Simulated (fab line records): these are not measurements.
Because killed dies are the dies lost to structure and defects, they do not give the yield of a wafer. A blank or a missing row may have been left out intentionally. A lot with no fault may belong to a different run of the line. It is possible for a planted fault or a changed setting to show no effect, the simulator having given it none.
The tool behind it: which one? :: flow nand_harc :: Sampling: 13 lots, 39 wafers, 6 of 1159 route steps

## WHAT EACH GAUGE READ, for each wafer
NHARC_P_ZERO_WELL_CD_MEAS_24 targets a cd of 720 nm.
lot: L674
measured: day 1 20:35
on: cd_sem-01
cd_nm (nm): 715.0 716.7 717.0

lot: L675
measured: day 2 02:30
on: cd_sem-02
cd_nm (nm): 723.0 721.5 717.3

lot: L676
measured: day 2 08:50
on: cd_sem-02
cd_nm (nm): 717.3 716.1 714.9

lot: L680
measured: day 3 08:28
on: cd_sem-01
cd_nm (nm): - - -

lot: L682
measured: day 3 20:35
on: cd_sem-02
cd_nm (nm): 719.0 718.0 718.0

lot: L688
measured: day 5 08:43
on: cd_sem-02
cd_nm (nm): 722.7 722.8 721.9

lot: L690
measured: day 5 20:39
on: cd_sem-01
cd_nm (nm): 718.9 715.4 716.9

lot: L691
measured: day 6 02:35
on: cd_sem-02
cd_nm (nm): 718.7 719.2 717.3

lot: L692
measured: day 6 08:37
on: cd_sem-03
cd_nm (nm): 718.0 719.9 720.6

lot: L693
measured: day 6 14:29
on: cd_sem-02
cd_nm (nm): 718.4 719.3 720.3

lot: L694
measured: day 6 20:28
on: cd_sem-02
cd_nm (nm): 715.2 716.8 716.4

lot: L695
measured: day 7 02:39
on: cd_sem-03
cd_nm (nm): 720.8 719.0 718.6

lot: L696
measured: day 7 08:28
on: cd_sem-03
cd_nm (nm): 721.9 721.1 719.8

NHARC_P_GATE_OVL_MEAS_27.
lot: L674
measured: day 5 01:55
on: overlay-01
overlay_x_nm (nm): 0.4 0.6 0.5
overlay_y_nm (nm): 0.7 -0.1 0.4

lot: L675
measured: day 5 02:31
on: overlay-02
overlay_x_nm (nm): -0.8 -0.4 -1.2
overlay_y_nm (nm): -1.1 -0.4 -0.3

lot: L676
measured: day 5 11:02
on: overlay-01
overlay_x_nm (nm): -0.9 -0.2 -0.4
overlay_y_nm (nm): -0.5 -1.0 -0.3

lot: L682
measured: day 6 21:56
on: overlay-02
overlay_x_nm (nm): 0.7 0.8 0.5
overlay_y_nm (nm): -0.4 -0.3 -0.8

lot: L688
measured: day 8 15:52
on: overlay-02
overlay_x_nm (nm): -0.8 -0.5 -1.0
overlay_y_nm (nm): -0.7 -0.5 -0.6

lot: L690
measured: day 9 00:20
on: overlay-01
overlay_x_nm (nm): 0.1 -0.4 0.3
overlay_y_nm (nm): 0.1 -0.4 0.1

lot: L691
measured: day 9 07:19
on: overlay-01
overlay_x_nm (nm): 1.1 1.3 1.0
overlay_y_nm (nm): -0.6 -0.7 -0.3

lot: L692
measured: day 9 07:10
on: overlay-02
overlay_x_nm (nm): 1.1 0.7 0.7
overlay_y_nm (nm): 1.3 0.2 0.2

lot: L693
measured: day 9 07:01
on: overlay-01
overlay_x_nm (nm): -0.5 -0.6 -0.1
overlay_y_nm (nm): -0.1 0.1 -0.4

lot: L694
measured: day 10 01:10
on: overlay-02
overlay_x_nm (nm): -1.6 -1.1 -1.1
overlay_y_nm (nm): 0.7 0.8 0.2

lot: L695
measured: day 10 01:20
on: overlay-01
overlay_x_nm (nm): -1.3 -1.2 -1.5
overlay_y_nm (nm): 0.2 -0.2 0.7

lot: L696
measured: day 10 12:17
on: overlay-02
overlay_x_nm (nm): 0.2 0.1 0.6
overlay_y_nm (nm): 1.0 0.7 1.1

NHARC_END_SORT_01.
lot: L680
measured: day 21 05:53
on: prober-02
killed_at_array: 35 35 28
killed_at_other: 1 0 1
killed_at_periphery: 641 642 648
killed_dies: 677 677 677
killed_open: 5 7 1
killed_short: 4 0 0

## WHICH TOOL RAN EACH LOT (tool, then ch and the chambers of the sampled wafers, then the start)
lot: L674
NHARC_P_ZERO_WELL_EXPOSE_21: krf_scanner-04 ch 0, day 1 20:25
NHARC_P_GATE_DESCUM_13: rie_diel-10 ch 1,2,3, day 4 08:54
NHARC_P_GATE_DEP_103: pecvd-01 ch 0,2, day 5 01:17

lot: L675
NHARC_P_ZERO_WELL_EXPOSE_21: krf_scanner-04 ch 0, day 2 02:20
NHARC_P_GATE_DESCUM_13: rie_diel-10 ch 1,2,3, day 4 09:03
NHARC_P_GATE_DEP_103: pecvd-02 ch 0,1,2, day 5 01:52

lot: L676
NHARC_P_ZERO_WELL_EXPOSE_21: krf_scanner-02 ch 0, day 2 08:40
NHARC_P_GATE_DESCUM_13: rie_diel-10 ch 0,1, day 4 21:16
NHARC_P_GATE_DEP_103: pecvd-01 ch 0,2, day 5 10:26

lot: L680
NHARC_P_ZERO_WELL_EXPOSE_21: krf_scanner-02 ch 0, day 3 08:18
NHARC_P_GATE_DESCUM_13: -
NHARC_P_GATE_DEP_103: -

lot: L682
NHARC_P_ZERO_WELL_EXPOSE_21: krf_scanner-02 ch 0, day 3 20:26
NHARC_P_GATE_DESCUM_13: rie_diel-09 ch 0,2,3, day 6 08:26
NHARC_P_GATE_DEP_103: pecvd-01 ch 0,1,2, day 6 21:20

lot: L688
NHARC_P_ZERO_WELL_EXPOSE_21: krf_scanner-04 ch 0, day 5 08:34
NHARC_P_GATE_DESCUM_13: rie_diel-10 ch 2,3, day 7 23:00
NHARC_P_GATE_DEP_103: pecvd-04 ch 0,1,2, day 8 15:11

lot: L690
NHARC_P_ZERO_WELL_EXPOSE_21: krf_scanner-02 ch 0, day 5 20:30
NHARC_P_GATE_DESCUM_13: rie_diel-11 ch 2,3, day 8 10:26
NHARC_P_GATE_DEP_103: pecvd-02 ch 0,1,2, day 8 23:42

lot: L691
NHARC_P_ZERO_WELL_EXPOSE_21: krf_scanner-04 ch 0, day 6 02:26
NHARC_P_GATE_DESCUM_13: rie_diel-11 ch 2,3, day 8 17:17
NHARC_P_GATE_DEP_103: pecvd-02 ch 1,2, day 9 06:26

lot: L692
NHARC_P_ZERO_WELL_EXPOSE_21: krf_scanner-02 ch 0, day 6 08:27
NHARC_P_GATE_DESCUM_13: rie_diel-11 ch 0,2,3, day 8 17:11
NHARC_P_GATE_DEP_103: pecvd-01 ch 0,2, day 9 06:16

lot: L693
NHARC_P_ZERO_WELL_EXPOSE_21: krf_scanner-02 ch 0, day 6 14:20
NHARC_P_GATE_DESCUM_13: rie_diel-09 ch 0,1,2, day 8 17:11
NHARC_P_GATE_DEP_103: pecvd-02 ch 0,1,2, day 9 06:14

lot: L694
NHARC_P_ZERO_WELL_EXPOSE_21: krf_scanner-02 ch 0, day 6 20:19
NHARC_P_GATE_DESCUM_13: rie_diel-09 ch 0,1,2, day 9 11:41
NHARC_P_GATE_DEP_103: pecvd-01 ch 0,1, day 10 00:24

lot: L695
NHARC_P_ZERO_WELL_EXPOSE_21: krf_scanner-04 ch 0, day 7 02:29
NHARC_P_GATE_DESCUM_13: rie_diel-09 ch 0,2,3, day 9 11:31
NHARC_P_GATE_DEP_103: pecvd-01 ch 0,1, day 10 00:34

lot: L696
NHARC_P_ZERO_WELL_EXPOSE_21: krf_scanner-03 ch 0, day 7 08:19
NHARC_P_GATE_DESCUM_13: rie_diel-11 ch 0,2, day 9 20:31
NHARC_P_GATE_DEP_103: pecvd-04 ch 0,1,2, day 10 11:36
- NHARC_P_ZERO_WELL_EXPOSE_21: exposes mask P NWELL, target cd 720 nm.
- NHARC_P_GATE_DESCUM_13: chemistry O2, time 3 s.
- NHARC_P_GATE_DEP_103: deposits SiON, target thk 30 nm.

## AS READ BY THE TOOLS THEMSELVES (means over the sampled wafers that have a number; for cases with no such wafer, the mark the record gives instead)
NHARC_P_GATE_DESCUM_13.
lot: L674
tool: rie_diel-10
chamber_pressure_mTorr (mTorr): 59.97
drypump_motor_current_A (A): 5.5
oes_product_au (a.u.): 1.005
rf_vpp_V (V): 57.8
showerhead_plenum_p_Torr (Torr): 1.93
throttle_valve_pct (%): 11.309

lot: L675
tool: rie_diel-10
chamber_pressure_mTorr (mTorr): 60.01
drypump_motor_current_A (A): 5.5
oes_product_au (a.u.): 1.006
rf_vpp_V (V): 57.3
showerhead_plenum_p_Torr (Torr): 1.93
throttle_valve_pct (%): 11.314

lot: L676
tool: rie_diel-10
chamber_pressure_mTorr (mTorr): 60.00
drypump_motor_current_A (A): 5.3
oes_product_au (a.u.): 1.017
rf_vpp_V (V): 57.2
showerhead_plenum_p_Torr (Torr): 1.99
throttle_valve_pct (%): 11.312

lot: L682
tool: rie_diel-09
chamber_pressure_mTorr (mTorr): 60.03
drypump_motor_current_A (A): 5.7
oes_product_au (a.u.): 1.003
rf_vpp_V (V): 57.4
showerhead_plenum_p_Torr (Torr): 1.91
throttle_valve_pct (%): 11.308

lot: L688
tool: rie_diel-10
chamber_pressure_mTorr (mTorr): 60.03
drypump_motor_current_A (A): 5.5
oes_product_au (a.u.): 0.999
rf_vpp_V (V): 58.7
showerhead_plenum_p_Torr (Torr): 1.91
throttle_valve_pct (%): 11.319

lot: L690
tool: rie_diel-11
chamber_pressure_mTorr (mTorr): 60.03
drypump_motor_current_A (A): 5.4
oes_product_au (a.u.): 1.005
rf_vpp_V (V): 56.8
showerhead_plenum_p_Torr (Torr): 1.79
throttle_valve_pct (%): 11.312

lot: L691
tool: rie_diel-11
chamber_pressure_mTorr (mTorr): 60.05
drypump_motor_current_A (A): 5.4
oes_product_au (a.u.): 1.000
rf_vpp_V (V): 57.5
showerhead_plenum_p_Torr (Torr): 1.79
throttle_valve_pct (%): 11.312

lot: L692
tool: rie_diel-11
chamber_pressure_mTorr (mTorr): 59.99
drypump_motor_current_A (A): 5.4
oes_product_au (a.u.): 1.001
rf_vpp_V (V): 57.1
showerhead_plenum_p_Torr (Torr): 1.85
throttle_valve_pct (%): 11.309

lot: L693
tool: rie_diel-09
chamber_pressure_mTorr (mTorr): 60.00
drypump_motor_current_A (A): 5.6
oes_product_au (a.u.): 1.005
rf_vpp_V (V): 57.6
showerhead_plenum_p_Torr (Torr): 1.87
throttle_valve_pct (%): 11.299

lot: L694
tool: rie_diel-09
chamber_pressure_mTorr (mTorr): 60.02
drypump_motor_current_A (A): 5.6
oes_product_au (a.u.): 1.001
rf_vpp_V (V): 57.3
showerhead_plenum_p_Torr (Torr): 1.87
throttle_valve_pct (%): 11.309

lot: L695
tool: rie_diel-09
chamber_pressure_mTorr (mTorr): 60.00
drypump_motor_current_A (A): 5.7
oes_product_au (a.u.): 0.998
rf_vpp_V (V): 58.1
showerhead_plenum_p_Torr (Torr): 1.90
throttle_valve_pct (%): 11.304

lot: L696
tool: rie_diel-11
chamber_pressure_mTorr (mTorr): 60.00
drypump_motor_current_A (A): 5.7
oes_product_au (a.u.): 1.002
rf_vpp_V (V): 57.5
showerhead_plenum_p_Torr (Torr): 1.86
throttle_valve_pct (%): 11.313

NHARC_P_GATE_DEP_103.
lot: L674
tool: pecvd-01
heater_power_w (W): 842

lot: L675
tool: pecvd-02
heater_power_w (W): 671

lot: L676
tool: pecvd-01
heater_power_w (W): 849

lot: L682
tool: pecvd-01
heater_power_w (W): 716

lot: L688
tool: pecvd-04
heater_power_w (W): 718

lot: L690
tool: pecvd-02
heater_power_w (W): 775

lot: L691
tool: pecvd-02
heater_power_w (W): 782

lot: L692
tool: pecvd-01
heater_power_w (W): 790

lot: L693
tool: pecvd-02
heater_power_w (W): 786

lot: L694
tool: pecvd-01
heater_power_w (W): 668

lot: L695
tool: pecvd-01
heater_power_w (W): 721

lot: L696
tool: pecvd-04
heater_power_w (W): 726

## THE ANSWER, worked out from the rows above alone
Rule: usual is defined by the lots themselves. Put in order of their means at a reading, lots are off if they are a third of the lots or fewer, leave a main group of 4 or more, and stand apart from it by a gap of 3 or more times the standard deviation of the main group's means; of several such gaps the widest counts. If all means in a main group match to the digits the tables above print for the reading, that group is not used. A lot without any number at a reading at which 4 lots or more have one is off too. Any other lot the step has rows for is counted as sound. First the gauges in route order, then the tools' own readings, where a lot's mean is used as printed above. At the first step where some lot is off, the reading lying furthest off is the one used; lots without a number count as furthest.
Off: L680 (NHARC_P_ZERO_WELL_CD_MEAS_24, cd_nm). Without a number there: L680. For the main group the mean is 718.7 nm and the standard deviation 2.
If a tool, at a process step before that reading, ran all the lots that are off and no sound lot after the first of them, it fits. Gauges at NHARC_P_ZERO_WELL_CD_MEAS_24: tried the same way as those tools. No candidate that was tried fits.

## WHAT WAS PUT IN BY THE SIMULATOR
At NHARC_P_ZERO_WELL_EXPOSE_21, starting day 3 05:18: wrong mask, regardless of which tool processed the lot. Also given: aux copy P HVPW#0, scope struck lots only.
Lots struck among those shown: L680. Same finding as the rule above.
